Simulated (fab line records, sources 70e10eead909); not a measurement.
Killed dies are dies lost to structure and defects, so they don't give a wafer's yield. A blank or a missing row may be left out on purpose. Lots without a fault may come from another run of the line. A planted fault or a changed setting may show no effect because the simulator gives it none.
Chamber matching | flow nand_harc | NHARC_P_GATE_ETCH_104 on rie_diel-12: 4 sister chambers
The step etches the open film in CF4/CHF3, target depth 60 nm. 20 wafers are shown with their chamber, then 10 later ones without.

WAFERS WITH THEIR CHAMBER
wafer  | chamber | drypump_motor_current_A (A) | showerhead_plenum_p_Torr (Torr) | rf_vpp_V (V)
L074.3 | 0       | 6.7                         | 1.57                            | 370.0
L074.4 | 2       | 5.6                         | 1.52                            | 367.8
L074.5 | 2       | 5.6                         | 1.52                            | 369.7
L077.1 | 2       | 5.6                         | 1.52                            | 368.8
L077.2 | 1       | 5.4                         | 1.62                            | 373.1
L077.5 | 1       | 5.4                         | 1.62                            | 371.8
L078.1 | 0       | 6.7                         | 1.57                            | 369.1
L078.2 | 1       | 5.4                         | 1.62                            | 372.0
L078.4 | 3       | 5.9                         | 1.54                            | 369.3
L079.2 | 1       | 5.3                         | 1.62                            | 372.3
L079.4 | 3       | 5.9                         | 1.54                            | 368.6
L079.5 | 2       | 5.6                         | 1.52                            | 369.2
L081.4 | 3       | 5.9                         | 1.54                            | 370.0
L081.5 | 2       | 5.6                         | 1.52                            | 369.0
L081.6 | 1       | 5.4                         | 1.62                            | 371.4
L084.2 | 1       | 5.4                         | 1.62                            | 371.8
L084.4 | 2       | 5.6                         | 1.52                            | 369.7
L084.6 | 2       | 5.6                         | 1.52                            | 369.3
L089.2 | 3       | 5.9                         | 1.53                            | 371.2
L089.4 | 1       | 5.4                         | 1.62                            | 372.7

SIGNATURES (means of the wafers above)
reading                  | chamber 0 | chamber 1 | chamber 2 | chamber 3 | scatter within a chamber
drypump_motor_current_A  | 6.700     | 5.386     | 5.600     | 5.900     | 0.0231
showerhead_plenum_p_Torr | 1.5700    | 1.6200    | 1.5200    | 1.5375    | 0.00217
rf_vpp_V                 | 369.550   | 372.157   | 369.071   | 369.775   | 0.738
Rule: a wafer's distance from a chamber is the root of the sum, over the readings, of the square of ((its reading less the chamber's mean) divided by the reading's scatter). The wafer belongs to the nearest chamber; if the next one is less than 2 further off, it can't be placed. The scatter: the root of (the sum of the squares of (reading less its chamber's mean) over the shown wafers, divided by (wafers less chambers)).

WAFERS WITHOUT THEIR CHAMBER
wafer  | drypump_motor_current_A (A) | showerhead_plenum_p_Torr (Torr) | rf_vpp_V (V)
L089.5 | 5.4                         | 1.62                            | 370.9
L088.1 | 5.6                         | 1.51                            | 369.4
L088.2 | 5.9                         | 1.53                            | 368.8
L088.5 | 5.6                         | 1.51                            | 367.6
L090.2 | 5.6                         | 1.51                            | 367.2
L090.5 | 5.6                         | 1.51                            | 367.2
L090.6 | 6.7                         | 1.56                            | 370.9
L096.2 | 5.9                         | 1.53                            | 369.1
L096.3 | 5.6                         | 1.51                            | 368.5
L096.6 | 6.7                         | 1.56                            | 370.8

WHICH CHAMBER EACH WENT THROUGH
wafer  | from the rows above | in truth
L089.5 | 1                   | 1
L088.1 | 2                   | 2
L088.2 | 3                   | 3
L088.5 | 2                   | 2
L090.2 | 2                   | 2
L090.5 | 2                   | 2
L090.6 | 0                   | 0
L096.2 | 3                   | 3
L096.3 | 2                   | 2
L096.6 | 0                   | 0
Placed correctly: 10 of 10. Can't be placed from these rows: 0. Placed wrongly: 0.
